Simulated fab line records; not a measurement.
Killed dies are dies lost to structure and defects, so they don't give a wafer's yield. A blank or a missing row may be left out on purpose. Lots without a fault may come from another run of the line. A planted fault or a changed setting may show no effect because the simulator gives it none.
Chamber matching / flow n5-finfet / ald-sin-01 running N5_BEOL_M4_ALD_98: 4 sister chambers
The step deposits SiO2, target thk 2.5 nm, pulse time 1 s, co reactant pulse time 1 s. 14 wafers are shown with their chamber, then 7 later ones without.

== WAFERS PAIRED WITH THEIR CHAMBERS ==
wafer=L076.2; chamber=1; heater-power-w (W)=77; precursor-pulse-height-rel=0.966
wafer=L076.4; chamber=3; heater-power-w (W)=92; precursor-pulse-height-rel=0.984
wafer=L076.6; chamber=1; heater-power-w (W)=77; precursor-pulse-height-rel=1.007
wafer=L077.2; chamber=3; heater-power-w (W)=91; precursor-pulse-height-rel=1.007
wafer=L077.3; chamber=0; heater-power-w (W)=80; precursor-pulse-height-rel=1.008
wafer=L077.5; chamber=2; heater-power-w (W)=84; precursor-pulse-height-rel=0.969
wafer=L081.3; chamber=1; heater-power-w (W)=73; precursor-pulse-height-rel=0.991
wafer=L081.4; chamber=2; heater-power-w (W)=84; precursor-pulse-height-rel=1.000
wafer=L081.6; chamber=0; heater-power-w (W)=78; precursor-pulse-height-rel=0.971
wafer=L089.1; chamber=1; heater-power-w (W)=73; precursor-pulse-height-rel=1.009
wafer=L089.2; chamber=3; heater-power-w (W)=86; precursor-pulse-height-rel=1.004
wafer=L089.3; chamber=0; heater-power-w (W)=78; precursor-pulse-height-rel=1.005
wafer=L088.1; chamber=0; heater-power-w (W)=79; precursor-pulse-height-rel=0.948
wafer=L088.3; chamber=1; heater-power-w (W)=72; precursor-pulse-height-rel=1.002

SIGNATURES (means of the wafers above)
reading=heater-power-w; chamber 0=78.75; chamber 1=74.40; chamber 2=84.00; chamber 3=89.67; scatter within a chamber=2.16
reading=precursor-pulse-height-rel; chamber 0=0.98300; chamber 1=0.99500; chamber 2=0.98450; chamber 3=0.99833; scatter within a chamber=0.0213
Rule: for a wafer and a chamber, the distance is found by dividing, reading by reading, the gap between the wafer's reading and the chamber's mean by the reading's scatter, squaring, summing and taking the root. The wafer belongs to the nearest chamber; if the next one is less than 2 further off, it can't be placed. The scatter: take each reading less its chamber's mean, square it, sum over the shown wafers, divide by the number of wafers less the number of chambers, and take the root.

== WAFERS WHOSE CHAMBER IS MISSING ==
wafer=L088.5; heater-power-w (W)=73; precursor-pulse-height-rel=1.001
wafer=L091.2; heater-power-w (W)=86; precursor-pulse-height-rel=1.006
wafer=L091.3; heater-power-w (W)=70; precursor-pulse-height-rel=1.013
wafer=L091.5; heater-power-w (W)=77; precursor-pulse-height-rel=0.980
wafer=L095.1; heater-power-w (W)=84; precursor-pulse-height-rel=0.990
wafer=L095.3; heater-power-w (W)=75; precursor-pulse-height-rel=1.016
wafer=L095.5; heater-power-w (W)=84; precursor-pulse-height-rel=0.990

== THE CHAMBER EACH PASSED THROUGH ==
wafer=L088.5; from the rows above=1; in truth=1
wafer=L091.2; from the rows above=can't be placed: 2 or 3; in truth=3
wafer=L091.3; from the rows above=1; in truth=1
wafer=L091.5; from the rows above=can't be placed: 0 or 1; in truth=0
wafer=L095.1; from the rows above=2; in truth=2
wafer=L095.3; from the rows above=can't be placed: 1 or 0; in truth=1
wafer=L095.5; from the rows above=2; in truth=2
Placed correctly: 4 of 7. Cannot be placed on the basis of these rows: 3; the candidates contain the true chamber in 3. Wrongly placed: 0.
